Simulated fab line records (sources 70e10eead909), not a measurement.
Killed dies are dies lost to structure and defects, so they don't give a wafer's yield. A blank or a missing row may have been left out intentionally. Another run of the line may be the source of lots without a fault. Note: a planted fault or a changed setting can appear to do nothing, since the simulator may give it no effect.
Which tool is to blame?    flow nand-harc    12 lots, 36 wafers sampled, at 4 steps of a route of 1159

== WHAT THE GAUGES SHOWED, per wafer ==
NHARC_A_CHANNEL_FILL_D1_THK_MEAS_06: measures by ellipsometry.
lot   measured      on             thk-nm (nm)
L075  day 10 04:17  film-metro-01  5.7 3.2 3.6
L076  day 10 14:41  film-metro-02  4.0 5.4 3.6
L079  day 11 06:37  film-metro-01  5.2 5.0 4.5
L080  day 11 17:54  film-metro-02  5.8 3.7 3.2
L082  day 12 10:43  film-metro-02  6.8 3.4 4.8
L085  day 12 23:13  film-metro-02  5.3 4.8 3.8
L086  day 13 14:43  film-metro-02  4.2 4.6 6.1
L089  day 13 20:32  film-metro-02  4.4 3.7 3.7
L091  day 14 06:09  film-metro-01  5.7 5.6 4.7
L093  day 14 20:14  film-metro-02  4.4 4.4 4.8
L095  day 15 02:05  film-metro-01  4.2 4.7 4.0
L097  day 16 04:09  film-metro-02  5.6 5.1 5.3

== TOOL THAT RAN EACH LOT (tool first, then ch and the chambers of the sampled wafers, then the start) ==
lot   NHARC_A_CHANNEL_HOLE_D1_ETCH_23   NHARC_A_CHANNEL_HOLE_D1_ETCH_44     NHARC_A_CHANNEL_FILL_D1_ALD_14
L075  har-etch-01 ch 0,1, day 8 13:40   rie-diel-11 ch 1,2,3, day 8 16:58   ald-hk-03 ch 2,3, day 8 23:44
L076  har-etch-01 ch 0,1, day 8 22:07   rie-diel-02 ch 0,2,3, day 9 01:45   ald-hk-02 ch 0,2, day 9 09:29
L079  har-etch-02 ch 0,1, day 9 14:23   rie-diel-11 ch 0,2,3, day 9 17:40   ald-hk-02 ch 0,1,2, day 10 01:55
L080  har-etch-02 ch 0,1, day 9 22:22   rie-diel-02 ch 0,1,3, day 10 01:34  ald-hk-03 ch 0,2,3, day 10 09:44
L082  har-etch-01 ch 0,1, day 10 18:52  rie-diel-07 ch 1,2,3, day 10 22:11  ald-hk-02 ch 0,1,3, day 11 05:54
L085  har-etch-02 ch 0,1, day 11 08:09  rie-diel-11 ch 0,2, day 11 11:11    ald-hk-01 ch 1,2,3, day 11 19:02
L086  har-etch-02 ch 0,1, day 11 16:52  rie-diel-11 ch 0,1,3, day 11 20:03  ald-hk-02 ch 0,2,3, day 12 06:10
L089  har-etch-02 ch 0,1, day 12 03:35  rie-diel-02 ch 0,2, day 12 06:54    ald-hk-01 ch 1,2, day 12 15:03
L091  har-etch-01 ch 0,1, day 12 16:51  rie-diel-02 ch 0,1,3, day 12 20:01  ald-hk-01 ch 0,2,3, day 13 04:08
L093  har-etch-01 ch 0,1, day 13 03:20  rie-diel-07 ch 1,2,3, day 13 06:38  ald-hk-02 ch 0,2,3, day 13 15:08
L095  har-etch-01 ch 0,1, day 13 11:10  rie-diel-02 ch 0,2, day 13 14:27    ald-hk-02 ch 0,2, day 13 21:07
L097  har-etch-02 ch 0, day 14 12:28    rie-diel-07 ch 0,3, day 14 15:44    ald-hk-02 ch 0,1,2, day 14 22:51
- NHARC_A_CHANNEL_HOLE_D1_ETCH_23: etches the open film in C4F8/O2/Ar, time 819 s, target depth 1600 nm.
- NHARC_A_CHANNEL_HOLE_D1_ETCH_44: etches the open film in CF4/O2, target depth 140 nm, overetch 14 nm, time 77 s.
- NHARC_A_CHANNEL_FILL_D1_ALD_14: deposits SiO2, target thk 2.5 nm, pulse time 10 s, ald cycles 25.

== THE ANSWER, worked out from the rows above alone ==
Rule: the lots themselves supply what counts as usual. Put in order of their means at a reading, lots are off if they are a third of the lots or fewer, leave a main group of 4 or more, and stand apart from it by a gap of 3 or more times the standard deviation of the main group's means; of several such gaps the widest counts. A main group is skipped when, at the precision printed for the reading in the tables above, its means are all equal. A lot without any number at a reading at which 4 lots or more have one is off too. All remaining lots with rows at the step are treated as sound.
Nothing can be told from this: no lot is off at any reading shown.

== WHAT THE SIMULATOR HAD INSERTED ==
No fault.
